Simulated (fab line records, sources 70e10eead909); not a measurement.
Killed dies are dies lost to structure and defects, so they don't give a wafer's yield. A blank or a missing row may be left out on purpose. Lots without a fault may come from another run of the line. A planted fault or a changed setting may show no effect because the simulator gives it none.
Which tool did it? | flow nand_harc | 14 lots, 42 wafers sampled, at 4 steps of a route of 1302

WHAT THE GAUGES READ, wafer by wafer
NHARC_A_BONDPAD_CD_MEAS_13. Usual: cd_nm 499.2 nm, standard deviation 2.
lot  | measured     | on        | cd_nm (nm)        | flag
L978 | day 23 14:31 | cd_sem-02 | 497.3 498.7 495.5 |
L979 | day 23 16:47 | cd_sem-03 | 499.2 500.6 498.4 |
L984 | day 26 03:44 | cd_sem-03 | 498.9 495.8 501.8 |
L987 | day 27 03:24 | cd_sem-03 | - - -             | OFF
L988 | day 28 02:31 | cd_sem-02 | - - -             | OFF
L991 | day 28 04:57 | cd_sem-03 | 500.2 495.4 498.9 |
L992 | day 29 03:53 | cd_sem-02 | 499.0 500.4 498.8 |
L993 | day 29 09:37 | cd_sem-03 | 502.3 500.1 502.5 |
L994 | day 30 08:17 | cd_sem-02 | 502.0 497.0 502.3 |
L995 | day 31 04:30 | cd_sem-01 | 500.9 500.1 503.5 |
L997 | day 31 13:41 | cd_sem-02 | 498.0 497.6 496.3 |
L999 | day 31 17:55 | cd_sem-02 | 500.1 497.9 497.2 |
L998 | day 31 20:12 | cd_sem-02 | 500.7 497.8 494.9 |
L100 | day 32 07:37 | cd_sem-02 | 500.1 497.3 496.2 |

WHICH TOOL RAN EACH LOT (tool, then ch and the chambers of the sampled wafers, then the start)
lot  | NHARC_A_BONDPAD_DEP_00                     | NHARC_A_BONDPAD_EXPOSE_06         | NHARC_A_BONDPAD_ETCH_12
L978 | pecvd-01 ch 0,1, day 23 12:46              | krf_scanner-04 ch 0, day 23 13:50 | rie_diel-13 ch 1,3, day 23 14:31 or earlier
L979 | pecvd-04 ch 0,1, day 23 15:05              | krf_scanner-01 ch 0, day 23 16:07 | rie_diel-13 ch 1,3, day 23 16:47 or earlier
L984 | pecvd-01 ch 1,2, day 26 03:04 or earlier   | krf_scanner-03 ch 0, day 26 03:04 | rie_diel-13 ch 1,2,3, day 26 03:44 or earlier
L987 | pecvd-01 ch 1,2, day 27 01:39              | krf_scanner-04, day 27 02:43      | rie_diel-13 ch 1,2,3, day 27 03:24 or earlier
L988 | pecvd-02 ch 0,2, day 28 00:59              | krf_scanner-04, day 28 01:50      | rie_diel-11 ch 1,3, day 28 02:31 or earlier
L991 | pecvd-02 ch 0,2, day 28 03:14              | krf_scanner-01 ch 0, day 28 04:16 | rie_diel-10 ch 1,2,3, day 28 04:57 or earlier
L992 | pecvd-04 ch 0,1,2, day 29 02:07            | krf_scanner-03 ch 0, day 29 03:13 | rie_diel-10 ch 1,2,3, day 29 03:53 or earlier
L993 | pecvd-02 ch 0,1, day 29 08:56 or earlier   | krf_scanner-04 ch 0, day 29 08:56 | rie_diel-11 ch 1,3, day 29 09:37 or earlier
L994 | pecvd-02 ch 0,1, day 30 07:34 or earlier   | krf_scanner-03 ch 0, day 30 07:34 | rie_diel-11 ch 0,1, day 30 08:17 or earlier
L995 | pecvd-02 ch 0,1,2, day 31 02:52            | krf_scanner-01 ch 0, day 31 03:49 | rie_diel-13 ch 0,2,3, day 31 04:30 or earlier
L997 | pecvd-02 ch 0,1,2, day 31 13:01 or earlier | krf_scanner-04 ch 0, day 31 13:01 | rie_diel-13 ch 0,1,3, day 31 13:41 or earlier
L999 | pecvd-04 ch 0,1, day 31 16:22              | krf_scanner-04 ch 0, day 31 17:14 | rie_diel-11 ch 0,1, day 31 17:55 or earlier
L998 | pecvd-01 ch 0,1,2, day 31 18:34            | krf_scanner-04 ch 0, day 31 19:31 | rie_diel-11 ch 2,3, day 31 20:12 or earlier
L100 | pecvd-04 ch 0,1, day 32 05:52              | krf_scanner-01 ch 0, day 32 06:56 | rie_diel-13 ch 2,3, day 32 07:37 or earlier
- NHARC_A_BONDPAD_DEP_00: deposits SiCN, target thk 250 nm.
- NHARC_A_BONDPAD_EXPOSE_06: exposes mask A BPAD.
- NHARC_A_BONDPAD_ETCH_12: etches the open film in CHF3/O2, target depth 220 nm, time 110 s.

WHAT THE TOOLS THEMSELVES READ (means of the sampled wafers that have a number; where no wafer has one, the mark that the record gives instead)
NHARC_A_BONDPAD_DEP_00. Usual: heater_power_w 594 W, standard deviation 88; showerhead_vpp_V 1325 V, standard deviation 66.
lot  | tool     | heater_power_w (W) | showerhead_vpp_V (V) | flag
L978 | pecvd-01 | 671                | 1298                 |
L979 | pecvd-04 | 555                | 1408                 |
L984 | pecvd-01 | 585                | 1281                 |
L987 | pecvd-01 | 695                | 1284                 |
L988 | pecvd-02 | 503                | 1300                 |
L991 | pecvd-02 | 620                | 1288                 |
L992 | pecvd-04 | 589                | 1408                 |
L993 | pecvd-02 | 566                | 1269                 |
L994 | pecvd-02 | 509                | 1282                 |
L995 | pecvd-02 | 541                | 1288                 |
L997 | pecvd-02 | 600                | 1289                 |
L999 | pecvd-04 | 624                | 1402                 |
L998 | pecvd-01 | 681                | 1280                 |
L100 | pecvd-04 | 568                | 1417                 |

NHARC_A_BONDPAD_EXPOSE_06. Usual: exposure_dose_mJ_cm2 36.99, standard deviation 0.039; focus_offset_nm 0.0 nm, standard deviation 0.56.
lot  | tool           | exposure_dose_mJ_cm2 | focus_offset_nm (nm) | flag
L978 | krf_scanner-04 | 36.96                | 0.2                  |
L979 | krf_scanner-01 | 37.00                | 0.1                  |
L984 | krf_scanner-03 | 36.98                | -0.2                 |
L987 | krf_scanner-04 | -                    | -                    | OFF
L988 | krf_scanner-04 | -                    | -                    | OFF
L991 | krf_scanner-01 | 36.97                | -0.1                 |
L992 | krf_scanner-03 | 36.99                | -0.2                 |
L993 | krf_scanner-04 | 37.03                | 0.3                  |
L994 | krf_scanner-03 | 36.99                | 0.2                  |
L995 | krf_scanner-01 | 36.94                | 0.1                  |
L997 | krf_scanner-04 | 37.01                | 0.0                  |
L999 | krf_scanner-04 | 37.02                | 0.5                  |
L998 | krf_scanner-04 | 37.00                | -0.4                 |
L100 | krf_scanner-01 | 36.97                | 0.1                  |

NHARC_A_BONDPAD_ETCH_12. Usual: drypump_motor_current_A 5.6 A, standard deviation 0.46; oes_product_au 0.937 a.u., standard deviation 0.022; rf_vpp_V 371.2 V, standard deviation 2.3; showerhead_plenum_p_Torr 2.43 Torr, standard deviation 0.099; throttle_valve_pct 20.572 %, standard deviation 0.0081.
lot  | tool        | drypump_motor_current_A (A) | oes_product_au (a.u.) | rf_vpp_V (V) | showerhead_plenum_p_Torr (Torr) | throttle_valve_pct (%) | flag
L978 | rie_diel-13 | 5.5                         | 0.981                 | 370.9        | 2.41                            | 20.574                 |
L979 | rie_diel-13 | 5.4                         | 0.967                 | 372.2        | 2.48                            | 20.565                 |
L984 | rie_diel-13 | 5.6                         | 0.911                 | 371.8        | 2.47                            | 20.565                 |
L987 | rie_diel-13 | 5.5                         | 0.919                 | 371.7        | 2.47                            | 20.571                 |
L988 | rie_diel-11 | 5.2                         | 0.928                 | 372.3        | 2.44                            | 20.582                 |
L991 | rie_diel-10 | 5.8                         | 0.923                 | 371.2        | 2.42                            | 20.563                 |
L992 | rie_diel-10 | 5.7                         | 0.962                 | 372.0        | 2.41                            | 20.570                 |
L993 | rie_diel-11 | 5.2                         | 0.924                 | 371.3        | 2.44                            | 20.564                 |
L994 | rie_diel-11 | 5.5                         | 0.928                 | 370.4        | 2.36                            | 20.583                 |
L995 | rie_diel-13 | 5.5                         | 0.959                 | 372.3        | 2.50                            | 20.576                 |
L997 | rie_diel-13 | 5.5                         | 0.927                 | 371.8        | 2.44                            | 20.573                 |
L999 | rie_diel-11 | 5.5                         | 0.926                 | 369.5        | 2.36                            | 20.574                 |
L998 | rie_diel-11 | 6.1                         | 0.940                 | 368.5        | 2.31                            | 20.565                 |
L100 | rie_diel-13 | 5.4                         | 0.951                 | 373.5        | 2.55                            | 20.571                 |

THE ANSWER, worked out from the rows above alone
Rule: a lot is off if the mean of its wafers that have a number lies more than 3 standard deviations from the usual mean. A lot without any number at a reading at which 4 lots or more have one is off too. The other lots that the step has rows for count as sound. The gauges are gone through in route order, then the tools' own readings, and for those a lot's mean is taken as printed above. The first step at which some lot is off is used, and at that step the reading that is off furthest; a lot without a number counts as furthest.
Off: L987, L988, at NHARC_A_BONDPAD_CD_MEAS_13 (cd_nm). Without a number there: L987, L988.
A tool fits if, at a process step before that reading, it ran every lot that is off, and no sound lot after the first of them. The gauges at NHARC_A_BONDPAD_CD_MEAS_13 aren't tried: what is off there is off at NHARC_A_BONDPAD_EXPOSE_06 too, on other tools, and a gauge's error can't cause that. NHARC_A_BONDPAD_DEP_00 gives no start for some lots, so the hours and the order of its lots are those of NHARC_A_BONDPAD_EXPOSE_06. NHARC_A_BONDPAD_ETCH_12 gives no start for some lots, so the hours and the order of its lots are those of NHARC_A_BONDPAD_CD_MEAS_13. None of those tried fits.

WHAT THE SIMULATOR HAD PUT IN
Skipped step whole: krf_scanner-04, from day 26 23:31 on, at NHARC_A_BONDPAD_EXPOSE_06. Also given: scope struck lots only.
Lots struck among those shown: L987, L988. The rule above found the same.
